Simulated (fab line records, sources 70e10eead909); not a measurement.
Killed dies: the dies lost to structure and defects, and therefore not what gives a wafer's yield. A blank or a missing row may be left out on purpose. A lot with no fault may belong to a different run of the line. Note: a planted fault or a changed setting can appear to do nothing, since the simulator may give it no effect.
fab line records    flow nand-harc
[record] lots = 13  wafers = 39  last-day = 25
route steps=1159 shown A_STAIRCASE@734 A_SGD_CUT@747 END@1159
lots untouched by any fault: they come from a run of this same line in which no faults occurred
start-h: the number of hours between the record's first day and the start of the first shown wafer of the lot    wait-h: time in hours since the lot's previous step    " identical to the entry in the row above    L1.1+2: one row covering several wafers at once    - either no value or no given start    * or withheld: withheld    < > ~ a bound
route shown NAME@n: a module of which the file shows steps, and the number in the route of the first    usual: mean and standard deviation over wafers with no fault    same: alike in all rows    chamber/n: place in a boat    sites: each site's reading    _std_site: the standard deviation of these    _edge_site: inner sites' mean taken away from outer sites' mean    radius-mm: for every site, how far away it sits from the centre of the wafer    mask NAME#n: copy n    behind: the last tool/chamber to shape the wafer    hold: the reason the lot was held/the length of the hold in hours/how it ended    device: which transistor (n, p or np) failed to switch    end of line: the route-end tests of the same wafers    a step given without rows: its recipe and nothing more    killed: not the wafer's yield, but the dies lost to structure and defects at the first sort    map: shows each die of a wafer: x if killed, . if not, _ if none is there
set.NAME: setting as actually run; set.NAME@STEP: the setting as run at that earlier step    model.NAME: the simulator's own value behind a step, which no gauge read
the route's steps for a sample of lots (tables are steps, rows are wafers)
services: the hour from which a tool's chamber was out of use, counted from the record's first day as start-h (under 0 if before that day), plus the number of hours and why
[[steps]]
[step NHARC_A_STAIRCASE_CMP_152]
[usual] motor-current-A = 12.2/1.1  retaining-ring-pressure-frac = 1.000/0.0044
lot.wafer  tool    chamber  start-h  wait-h  motor-current-A  retaining-ring-pressure-frac
L973.4     cmp-03  0        307.91   0.1     12.7             1.002
L973.3     "       3        "        "       14.1             0.994
L973.5     "       0        "        "       13.1             0.995
L974.2     cmp-02  1        308.20   0.1     12.8             1.008
L974.4     "       3        "        "       11.3             0.999
L974.5     "       1        "        "       12.6             0.997
L975.3     cmp-03  3        308.20   0.1     13.4             1.001
L975.2     "       2        "        "       11.4             0.994
L975.6     "       0        "        "       12.4             0.997
L978.1     cmp-04  2        322.34   0.1     11.8             1.003
L978.4     "       3        "        "       11.2             0.994
L978.5     "       2        "        "       12.1             1.001
L976.4     cmp-02  3        322.97   0.1     11.1             1.000
L976.1     "       0        "        "       12.9             0.993
L976.5     "       3        "        "       11.2             1.007
L977.1     cmp-02  2        329.75   0.1     12.0             0.998
L977.4     "       3        "        "       11.1             1.002
L977.3     "       1        "        "       12.5             1.007
L979.2     cmp-02  1        338.36   0.1     12.4             1.000
L979.6     "       1        "        "       12.6             1.001
L979.5     "       2        "        "       12.4             0.997
L982.3     cmp-02  3        357.90   0.1     11.1             1.001
L982.4     "       2        "        "       11.9             0.995
L982.5     "       0        "        "       13.7             1.001
L984.2     cmp-03  3        389.68   0.1     13.0             1.000
L984.1     "       0        "        "       13.0             1.000
L984.3     "       1        "        "       11.5             0.998
L991.3     cmp-03  2        418.08   0.1     11.6             1.000
L991.6     "       2        "        "       11.8             0.997
L991.5     "       3        "        "       13.0             1.004
L993.3     cmp-04  0        425.34   0.1     14.3             0.997
L993.1     "       3        "        "       10.5             1.000
L993.6     "       0        "        "       14.3             0.996
L996.2     cmp-03  2        444.09   0.1     12.0             0.999
L996.1     "       0        "        "       12.7             0.998
L996.6     "       2        "        "       12.1             0.995
L994.1     cmp-04  0        454.12   0.1     14.4             1.005
L994.3     "       1        "        "       11.1             1.000
L994.5     "       0        "        "       14.1             1.005
[step NHARC_A_STAIRCASE_CMP_472]
[recipe] material = SiO2
[usual] motor-current-A = 12.2/1.1  retaining-ring-pressure-frac = 1.000/0.0053
lot.wafer  tool    chamber  start-h  wait-h  motor-current-A  retaining-ring-pressure-frac
L973.4     cmp-02  1        309.43   0.2     12.2             1.006
L973.3     "       2        "        "       12.5             0.998
L973.5     "       0        "        "       13.3             1.010
L974.2     cmp-03  1        309.64   0.2     10.8             0.999
L974.4     "       2        "        "       11.8             1.004
L974.5     "       0        "        "       12.5             1.007
L975.2     cmp-03  3        309.76   0.3     13.1             1.001
L975.3     "       1        "        "       12.1             1.004
L975.6     "       3        "        "       13.0             1.003
L978.4     cmp-02  1        323.80   0.2     12.2             0.992
L978.1     "       3        "        "       10.9             0.993
L978.5     "       2        "        "       12.5             1.008
L976.4     cmp-04  0        324.39   0.1     13.4             0.989
L976.1     "       3        "        "       11.2             1.006
L976.5     "       1        "        "       11.1             0.995
L977.1     cmp-03  3        331.25   0.2     13.3             0.995
L977.3     "       0        "        "       12.5             1.003
L977.4     "       1        "        "       11.2             1.001
L979.2     cmp-03  0        340.07   0.2     12.8             1.002
L979.5     "       3        "        "       12.9             0.997
L979.6     "       0        "        "       12.7             1.005
L982.4     cmp-04  2        359.30   0.2     12.1             1.003
L982.3     "       0        "        "       13.8             1.002
L982.5     "       1        "        "       11.3             1.001
L984.3     cmp-02  2        391.06   0.2     12.2             0.999
L984.2     "       0        "        "       14.1             1.008
L984.1     "       1        "        "       12.9             1.000
L991.3     cmp-03  2        419.52   0.3     11.5             0.991
L991.6     "       0        "        "       12.7             1.002
L991.5     "       1        "        "       11.8             0.999
L993.1     cmp-02  2        426.72   0.2     12.0             1.003
L993.3     "       3        "        "       10.9             1.009
L993.6     "       3        "        "       11.2             1.005
L996.2     cmp-03  2        445.50   0.2     11.4             0.997
L996.1     "       0        "        "       12.3             0.995
L996.6     "       1        "        "       11.8             1.004
L994.3     cmp-02  3        455.58   0.3     11.3             0.989
L994.1     "       0        "        "       12.8             1.003
L994.5     "       2        "        "       11.3             1.012
[step NHARC_A_SGD_CUT_DEP_00]
[recipe] target-thk-a = 500  temp-c = 400  target-thk-nm = 50  flow-sccm = 200  rf-w = 450  material = SiNx
[usual] heater-power-w = 772/110
lot.wafer  tool      chamber  start-h  wait-h  heater-power-w
L973.3     pecvd-01  1        309.88   0.1     911
L973.4     "         1        "        "       926
L973.5     "         2        "        "       717
L974.2     pecvd-02  1        310.08   0.1     531
L974.5     "         1        "        "       545
L974.4     "         2        "        "       878
L975.3     pecvd-01  0        310.21   0.1     802
L975.2     "         1        "        "       939
L975.6     "         0        "        "       831
L978.1     pecvd-03  2        324.32   0.2     736
L978.5     "         2        "        "       724
L978.4     "         0        "        "       698
L976.1     pecvd-02  2        324.85   0.1     811
L976.4     "         1        "        "       639
L976.5     "         2        "        "       795
L977.1     pecvd-01  0        331.66   0.1     845
L977.3     "         1        "        "       871
L977.4     "         1        "        "       862
L979.2     pecvd-01  2        340.46   0.1     704
L979.6     "         0        "        "       726
L979.5     "         1        "        "       835
L982.3     pecvd-01  0        359.71   0.1     823
L982.4     "         2        "        "       717
L982.5     "         0        "        "       835
L984.1     pecvd-02  0        391.47   0.1     991
L984.3     "         1        "        "       642
L984.2     "         2        "        "       867
L991.3     pecvd-02  0        419.94   0.1     896
L991.5     "         2        "        "       834
L991.6     "         1        "        "       628
L993.3     pecvd-02  1        427.28   0.2     582
L993.1     "         2        "        "       906
L993.6     "         0        "        "       1019
L996.1     pecvd-01  2        445.88   0.1     701
L996.2     "         0        "        "       724
L996.6     "         1        "        "       884
L994.3     pecvd-01  1        455.97   0.1     768
L994.1     "         0        "        "       727
L994.5     "         0        "        "       772
[step NHARC_A_SGD_CUT_DESCUM_14]
[recipe] time-s = 3  o2-flow-sccm = 200  ar-flow-sccm = 0  bias-power-w = 0  chemistry = O2
[usual] drypump-motor-current-A = 5.8/0.5  oes-product-au = 0.997/0.0095  rf-vpp-V = 57.6/0.9  showerhead-plenum-p-Torr = 1.87/0.082  throttle-valve-pct = 11.311/0.0084
lot.wafer  tool         chamber  start-h  wait-h  hold                      drypump-motor-current-A  oes-product-au  rf-hours-counter-h  rf-vpp-V  showerhead-plenum-p-Torr  throttle-valve-pct
L973.4     rie-diel-03  0        310.79   0.1     -                         5.5                      0.972           8                   56.8      1.78                      11.313
L973.3     "            1        "        "       -                         5.4                      0.988           9                   56.9      1.84                      11.315
L973.5     "            1        "        "       -                         5.4                      0.978           -                   56.3      1.84                      11.305
L974.4     rie-diel-07  1        310.97   0.1     -                         5.7                      0.993           5                   57.0      1.79                      11.313
L974.2     "            2        "        "       -                         6.5                      1.003           4                   58.0      1.88                      11.319
L974.5     "            1        "        "       -                         5.7                      1.001           -                   57.2      1.79                      11.313
L975.3     rie-diel-12  0        310.99   0.1     -                         5.7                      0.996           12                  56.1      1.79                      11.302
L975.2     "            3        "        "       -                         5.0                      1.006           12                  57.8      1.84                      11.309
L975.6     "            1        "        "       -                         5.1                      1.003           -                   58.9      1.84                      11.322
L978.1     rie-diel-07  3        325.10   0.1     -                         6.6                      1.000           6                   58.5      1.82                      11.316
L978.4     "            2        "        "       -                         6.5                      0.998           -                   56.4      1.88                      11.322
L978.5     "            3        "        "       -                         6.6                      0.997           -                   58.5      1.82                      11.305
L976.1     rie-diel-03  3        325.74   0.1     -                         5.7                      0.996           7                   58.2      2.00                      11.299
L976.4     "            0        "        "       -                         5.5                      0.985           9                   57.3      1.78                      11.309
L976.5     "            2        "        "       -                         6.3                      0.991           -                   58.1      1.96                      11.315
L977.3     rie-diel-07  1        332.58   0.1     -                         5.7                      0.990           6                   57.7      1.79                      11.310
L977.4     "            2        "        "       -                         6.5                      1.005           5                   57.2      1.88                      11.307
L977.1     "            3        "        "       -                         6.6                      1.003           7                   57.9      1.82                      11.309
L979.2     rie-diel-07  1        341.27   0.1     -                         5.7                      0.997           7                   56.6      1.79                      11.323
L979.6     "            2        "        "       -                         6.5                      0.991           -                   58.2      1.88                      11.320
L979.5     "            3        "        "       -                         6.6                      0.993           -                   58.4      1.82                      11.316
L982.4     rie-diel-12  0        363.16   2.5     await-dispo/2.5h/release  5.7                      0.999           16                  57.5      1.79                      11.324
L982.3     "            1        "        "       await-dispo/2.5h/release  5.1                      1.005           16                  58.5      1.84                      11.305
L982.5     "            0        "        "       await-dispo/2.5h/release  5.7                      1.000           -                   56.5      1.79                      11.315
L984.1     rie-diel-07  0        392.38   0.1     -                         5.4                      0.994           9                   57.3      1.97                      11.310
L984.2     "            2        "        "       -                         6.5                      0.997           11                  56.0      1.88                      11.309
L984.3     "            3        "        "       -                         6.7                      1.001           11                  57.5      1.82                      11.329
L991.3     rie-diel-03  2        420.83   0.1     -                         6.3                      0.994           3                   56.7      1.95                      11.297
L991.6     "            2        "        "       -                         6.3                      0.989           -                   59.2      1.96                      11.306
L991.5     "            3        "        "       -                         5.7                      1.013           -                   58.2      2.00                      11.310
L993.3     rie-diel-07  2        428.17   0.1     -                         6.6                      1.007           0                   58.0      1.88                      11.306
L993.1     "            3        "        "       -                         6.6                      0.994           0                   57.7      1.82                      11.314
L993.6     "            0        "        "       -                         5.3                      0.988           -                   59.3      1.97                      11.312
L996.2     rie-diel-07  2        446.81   0.1     -                         6.6                      1.009           2                   57.2      1.88                      11.310
L996.1     "            3        "        "       -                         6.7                      0.997           1                   56.7      1.82                      11.296
L996.6     "            2        "        "       -                         6.6                      0.998           -                   57.5      1.88                      11.313
L994.3     rie-diel-12  2        456.89   0.1     -                         6.2                      0.990           5                   57.9      2.02                      11.325
L994.1     "            3        "        "       -                         5.0                      0.998           6                   56.5      1.83                      11.320
L994.5     "            1        "        "       -                         5.1                      1.008           -                   57.8      1.84                      11.304
[step NHARC_END_SORT_01]
[recipe] temp-c = 25
[usual] killed-at-array = 28/11  killed-at-other = 0.7/1.1  killed-at-periphery = 2.9/2  killed-dies = 32/11  killed-open = 3.2/1.8  killed-short = 2.0/1.4
[same] gross-dies = 677
lot.wafer  tool       chamber  start-h  wait-h  killed-at-array  killed-at-other  killed-at-periphery  killed-dies  killed-open  killed-short
L982.3     prober-01  0        501.86   3.1     49               1                2                    52           1            2
L982.4     prober-01  0        502.66   3.4     287              0                1                    288          4            1
L982.5     prober-01  0        503.45   3.7     40               1                3                    44           3            2
// killed by level:class
L982.3 A_SLIT:chamber-film-flake=15 A_CHANNEL_HOLE_D1:chamber-film-flake=13 A_CONTACT:chamber-film-flake=9 A_STAIRCASE:chamber-film-flake=6 A_CHANNEL_FILL_D1:chamber-film-flake=4 P_M0:geometric-particle:open=1 A_SOURCE_PLATE:geometric-particle:short=1 A_CHANNEL_FILL_D1:geometric-particle:short=1
L982.4 A_STAIRCASE:unspecified=250 A_CHANNEL_HOLE_D1:chamber-film-flake=10 A_SLIT:chamber-film-flake=9 A_CONTACT:chamber-film-flake=8 A_M0:geometric-particle:open=3 A_CHANNEL_FILL_D1:chamber-film-flake=3 A_STAIRCASE:chamber-film-flake=3 P_CONTACT:geometric-particle:open=1
L982.5 A_CHANNEL_HOLE_D1:chamber-film-flake=13 A_SLIT:chamber-film-flake=9 A_STAIRCASE:chamber-film-flake=8 A_CHANNEL_FILL_D1:chamber-film-flake=4 A_CONTACT:chamber-film-flake=4 P_M0:geometric-particle:short=1 P_M0:geometric-particle:open=1 A_CONTACT:geometric-particle:open=1
[[services]]
tool         chamber  start-h  hours  kind
rie-diel-03  0        287.03   1.4    repair
cmp-04       -        290.48   0.5    repair
cmp-04       -        293.00   16.5   repair
rie-diel-12  -        295.60   0.4    repair
rie-diel-07  2        297.35   8.5    repair
rie-diel-07  0        298.81   4.6    repair
rie-diel-12  1        300.57   6.0    repair
cmp-02       -        316.36   1.3    repair
cmp-02       -        324.56   4.0    pm
rie-diel-07  0        324.68   1.6    repair
pecvd-02     -        334.00   13.0   pm
cmp-03       -        352.09   4.0    pm
cmp-02       -        358.85   3.0    repair
cmp-04       -        364.01   3.6    repair
rie-diel-12  -        379.43   9.0    pm
rie-diel-07  0        380.67   6.1    repair
rie-diel-12  2        390.66   11.2   repair
rie-diel-07  -        402.40   1.2    repair
rie-diel-07  -        405.20   9.0    pm
cmp-04       -        407.49   4.0    pm
pecvd-01     -        418.00   13.0   pm
cmp-02       -        422.56   4.0    pm
cmp-03       -        436.45   0.8    repair
cmp-03       -        450.09   4.0    pm
[[key]]
[first-sign] step = NHARC_END_SORT_01  reading = killed-at-array  direction = up  sigmas = 23  usual = 28  struck = 287
[effect] step = NHARC_END_SORT_01  reading = killed-dies  direction = up  sigmas = 22  usual = 32  struck = 288
[more-kills-born-at] NHARC_A_STAIRCASE_CMP_152@cmp-02 = 250
met-at NHARC_A_STAIRCASE_CMP_152
struck-lots L982
struck-wafers L982.4
tester-left-out L982
not-acting-at NHARC_A_STAIRCASE_CMP_472,NHARC_A_SGD_CUT_DEP_00
onset-between 338.36 357.90
[fault] kind = chamber-particle-source  tool = cmp-02  chamber = 2  onset-h = 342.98  steps = NHARC_A_STAIRCASE_CMP_152  rate-per-visit-cm2 = 0.5563  end-h = 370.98
// tester-left-out: of these lots the tester's yield and bins aren't shown, on N5 and GAA mostly nor the transistor test; their killed dies are dies lost to structure and defects alone, not to doping, threshold or leakage, so they don't give the yield
